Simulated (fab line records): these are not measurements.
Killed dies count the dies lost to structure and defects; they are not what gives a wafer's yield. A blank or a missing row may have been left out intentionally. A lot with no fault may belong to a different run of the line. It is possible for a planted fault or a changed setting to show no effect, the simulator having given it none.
Code-filled problem report in 8D (eight disciplines) form    flow n5_finfet    the parts of the form that need people (team, actions taken, sign-off) are left out

== 1. PROBLEM STATEMENT ==
Wafers with no fault read 231 with a standard deviation of 64, whereas raw_defect_count at N5_FIN_SAQP_INSPECT_40 reads a mean of 753 on 1 wafer of 1 lot. That is +8.2 standard deviations from the usual mean.
The step: inspects for defects (brightfield).
First observed at day 5 20:05: wafer L950.2, on defect_inspect-02. Wafers with a number at this step in the record: 24, from 8 lots. The rule behind "out" and "out of limits": a value lying over 4 standard deviations away from the usual mean. The rest of the wafers with a number are treated as sound.

== 2. WHAT IT IS, AND WHAT IT ISN'T ==
question                     is                 is not
which readings at this step  raw_defect_count   -
which lots                   L950               L937, L938, L939, L945, L947, L951, L952
which wafers of those lots   L950.2             L950.1, L950.5
read on which gauges         defect_inspect-02  defect_inspect-01
when                         from day 5 20:05   up to then (17 sound wafers); but 6 sound wafers of L951, L952 came after

== 3. WHAT RULES OUT EACH SUSPECT ==
Counting: if a tool at a process step up to the reading ran every lot that is out, it stays a suspect. Sound lots after the first of them don't rule it out here, since some wafers of a struck lot are sound.
- ruled out: the gauge at N5_FIN_SAQP_INSPECT_40. All the wafers that are out were read on defect_inspect-02, but those of them that N5_FIN_CUT_INSPECT_10 has rows for are out there too, on other tools.
- ald_sin-01 at N5_FIN_SAQP_ALD_61 (deposits SiO2, target thk 4 nm, pulse time 1 s, purge time 2 s): kept. It ran the lot that is out, L950 (day 5 13:55).
- pecvd-02 at N5_FIN_SAQP_HM_DEP_03 (deposits SiNx from SiH4/NH3/N2, target thk 38 nm, time 33.6 s): kept. It ran the lot that is out, L950 (day 5 14:20); its last sound lot up to then is L947 (day 4 22:14).
- rie_diel-05 at N5_FIN_SAQP_ETCH_51 (etches SiARC in CF4, target depth 45.5 nm, time 75.8 s): kept. It ran the lot that is out, L950 (day 5 15:12).
- rie_si-03 at N5_FIN_SAQP_MANDREL_ETCH_22 (etches a-Si in HBr/Cl2, stops on SiNx, target depth 60 nm, bt time 10 s, time 30 s): kept. It ran the lot that is out, L950 (day 5 15:26); its last sound lot up to then is L945 (day 4 09:57).
- The sound lot-mates ran in chamber 1 of ald_sin-01 at N5_FIN_SAQP_ALD_61, but the wafers that are out ran in chamber 2.
- The sound lot-mates ran in chamber 1 of pecvd-02 at N5_FIN_SAQP_HM_DEP_03, but the wafers that are out ran in chamber 0.
- rie_diel-05, N5_FIN_SAQP_ETCH_51: wafers that are out in chamber 3, sound lot-mates in chambers 0, 1.
- rie_si-03, N5_FIN_SAQP_MANDREL_ETCH_22: wafers that are out in chamber 3, sound lot-mates in chambers 1, 2.
Left after counting: ald_sin-01 at N5_FIN_SAQP_ALD_61, pecvd-02 at N5_FIN_SAQP_HM_DEP_03, rie_diel-05 at N5_FIN_SAQP_ETCH_51, rie_si-03 at N5_FIN_SAQP_MANDREL_ETCH_22.

== 4. THE CAUSE (what the simulator had put in) ==
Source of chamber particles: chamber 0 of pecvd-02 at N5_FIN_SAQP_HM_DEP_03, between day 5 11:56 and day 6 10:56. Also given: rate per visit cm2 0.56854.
Counting left 4 suspects, and this tool is among them.

== 5. THE EFFECT CHAIN, in route order ==
Rows list readings where the struck wafers' mean (over those with a number) sits beyond 3 standard deviations from the usual. Readings are gone through only where the record gives a usual standard deviation; hours: the median, over the lots, of the time from a lot's start at the first step in this table giving one to that lot's start at this step; sigmas: the change measured in usual standard deviations.
hours  step                     reading               usual   on struck wafers  change  sigmas
0      N5_FIN_SAQP_INSPECT_18   raw_defect_count      414     886               +472    +3.6
5      N5_FIN_SAQP_INSPECT_40   raw_defect_count      231     753               +522    +8.2
6      N5_FIN_CUT_INSPECT_10    raw_defect_count      42      455               +413    +32
7      N5_FIN_CUT_INSPECT_17    raw_defect_count      234     783               +549    +8.4
257    N5_PASSIVATION_PROBE_49  defect_limited_yield  91.1 %  82.9              -8.2    -6.3
257    N5_PASSIVATION_PROBE_49  killed_at_front_end   41      140               +99     +8.2
257    N5_PASSIVATION_PROBE_49  killed_dies           105     202               +97     +6.5
257    N5_PASSIVATION_PROBE_49  sort_bin_5_function   5.3 %   10.8              +5.5    +6.8
257    N5_PASSIVATION_PROBE_49  sort_n_pass           1075    978               -97     -6.5
257    N5_PASSIVATION_PROBE_49  sort_yield_pct        91.1 %  82.9              -8.2    -6.3
The process steps in it:
- N5_PASSIVATION_PROBE_49
At these later measuring or inspecting steps, every struck wafer for which the step has a row has a number for every such reading, and none has moved that far: N5_BEOL_M4_RC_MEAS_101.

== 6. HOW IT WOULD HAVE BEEN CAUGHT EARLIER ==
In this record the first reading out of limits at a measuring or inspecting step was taken at day 5 20:05, 8 hours after the fault began at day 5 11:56.
An alarm limit of 4 standard deviations would not have fired on the tool readings at N5_FIN_SAQP_HM_DEP_03 for which the record gives a usual standard deviation, since none of them was out on any struck wafer.
Each of the lots that are out, 1 in all, had begun N5_FIN_SAQP_HM_DEP_03 on pecvd-02 no later than day 5 20:05. Holding the tool at that point would not have protected any of them.
